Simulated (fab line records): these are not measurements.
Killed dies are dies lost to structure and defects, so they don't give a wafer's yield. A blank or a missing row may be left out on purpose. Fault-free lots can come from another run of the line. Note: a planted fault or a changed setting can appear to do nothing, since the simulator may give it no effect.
Chamber matching + flow n5 finfet + N5_BEOL_M3_CO_CAP_55 on cvd co-02 has 3 sister chambers
The step material Co, precursor CCTBA/H2, target thk 2 nm, time 102.1 s. 6 wafers are shown with their chamber, then 12 later ones without.

WAFERS PAIRED WITH THEIR CHAMBERS
| wafer  | chamber | heater power w (W) |
|--------|---------|--------------------|
| L085.5 | 2       | 198                |
| L086.3 | 0       | 257                |
| L086.5 | 1       | 217                |
| L089.1 | 1       | 219                |
| L089.4 | 2       | 194                |
| L089.6 | 0       | 256                |

WAFERS WHOSE CHAMBER IS MISSING
| wafer  | heater power w (W) |
|--------|--------------------|
| L090.3 | 218                |
| L090.4 | 192                |
| L090.6 | 219                |
| L093.2 | 190                |
| L093.3 | 226                |
| L093.4 | 256                |
| L095.2 | 199                |
| L095.5 | 197                |
| L095.6 | 251                |
| L097.3 | 199                |
| L097.4 | 198                |
| L097.5 | 258                |

THE CHAMBER EACH PASSED THROUGH
| wafer  | from the rows above | in truth |
|--------|---------------------|----------|
| L090.3 | 1                   | 1        |
| L090.4 | 2                   | 2        |
| L090.6 | 1                   | 1        |
| L093.2 | 2                   | 2        |
| L093.3 | 1                   | 1        |
| L093.4 | 0                   | 0        |
| L095.2 | 2                   | 2        |
| L095.5 | 2                   | 2        |
| L095.6 | 0                   | 0        |
| L097.3 | 2                   | 2        |
| L097.4 | 2                   | 2        |
| L097.5 | 0                   | 0        |
Placed correctly: 12 of 12. Not placeable from these rows: 0. 0 placed wrongly.
How it was worked out, from the rows above alone: a wafer's distance from a chamber is the root of the sum, over the readings, of the square of ((its reading less the chamber's mean) divided by the reading's scatter). The wafer belongs to the nearest chamber; if the next one is less than 2 further off, it can't be placed. A chamber's mean is the mean of its shown wafers. The scatter is the square root of a quotient: the sum, over the shown wafers, of each reading's squared deviation from its chamber's mean, divided by wafers minus chambers.
